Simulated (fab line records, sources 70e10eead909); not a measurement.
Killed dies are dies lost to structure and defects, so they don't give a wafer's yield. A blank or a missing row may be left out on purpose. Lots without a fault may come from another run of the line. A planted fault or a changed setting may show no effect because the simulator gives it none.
One fault seen from 2 desks | flow nand_harc | each desk has only its own numbers; what lay behind them comes last

THE METROLOGY DESK
What the gauges read, lot by lot, whatever tool the lot ran on: means of the sampled wafers that have a number. A lot is out of limits, marked OUT, if its mean lies more than 4 standard deviations from the usual mean; the brackets give that distance.
Columns: A = thk_nm at NHARC_A_ONON_D1_THK_MEAS_05, usual 1001 nm; B = cd_nm at NHARC_A_CHANNEL_HOLE_D1_CD_MEAS_10, usual 100.0 nm; C = cd_nm at NHARC_A_CHANNEL_HOLE_D1_CD_MEAS_30, usual 89.9 nm
lot  | first seen here | A    | B               | C
L133 | day 7 20:23     | 988  | 99.8            | 89.3
L136 | day 8 18:23     | 1009 | 100.4           | 89.1
L139 | day 9 20:44     | 985  | 99.7            | 89.4
L150 | day 14 13:59    | 1013 | 100.0           | 90.5
L149 | day 14 14:08    | 982  | 99.7            | 90.7
L152 | day 15 16:32    | 1012 | 110.4 (+21) OUT | 100.7 (+9.0) OUT
L154 | day 16 04:55    | 1002 | 109.0 (+18) OUT | 99.5 (+8.0) OUT
L156 | day 17 05:44    | 999  | 101.0           | 91.6
This desk's finding: out of limits on L152, L154; first on L152, day 16 07:20 (cd_nm at NHARC_A_CHANNEL_HOLE_D1_CD_MEAS_10). In limits: L133, L136, L139, L150, L149, L156.

THE TOOL OWNER'S DESK: litho_track-06
The tool's own readings at NHARC_A_CHANNEL_HOLE_D1_PEB_08 (peb time 65 s): means of the sampled wafers that have a number, for each lot that ran on this tool. A lot is out of limits, marked OUT, if its mean lies more than 4 standard deviations from the usual mean; the brackets give that distance.
Columns: A = heater_power_total_W at NHARC_A_CHANNEL_HOLE_D1_PEB_08, usual 156.6 W; B = plate_temp_C at NHARC_A_CHANNEL_HOLE_D1_PEB_08, usual 100.02 C
lot  | first seen here | A               | B
L136 | day 9 15:51     | 156.4           | 99.89
L149 | day 15 05:07    | 156.4           | 100.13
L152 | day 16 07:15    | 165.1 (+21) OUT | 103.93 (+33) OUT
L154 | day 16 22:32    | 165.6 (+22) OUT | 104.07 (+34) OUT
This desk's finding: out of limits on L152, L154; first on L152, day 16 07:15 (heater_power_total_W at NHARC_A_CHANNEL_HOLE_D1_PEB_08). In limits: L136, L149.

PUT TOGETHER
The tool owner's desk could have raised an alarm at day 16 07:15, on L152, L154.
The metrology desk could have raised an alarm at day 16 07:20, on L152, L154.
Of the lots named, all ran NHARC_A_CHANNEL_HOLE_D1_PEB_08 on litho_track-06.

WHAT THE SIMULATOR HAD PUT IN
Process parameter drift: litho_track-06, from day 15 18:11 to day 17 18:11, at NHARC_A_CHANNEL_HOLE_D1_PEB_08. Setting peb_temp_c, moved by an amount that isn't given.
Lots struck among those shown: L152, L154.
Hours from the fault's start to each desk's first reading out of limits: the tool owner's desk, 13; the metrology desk, 13.
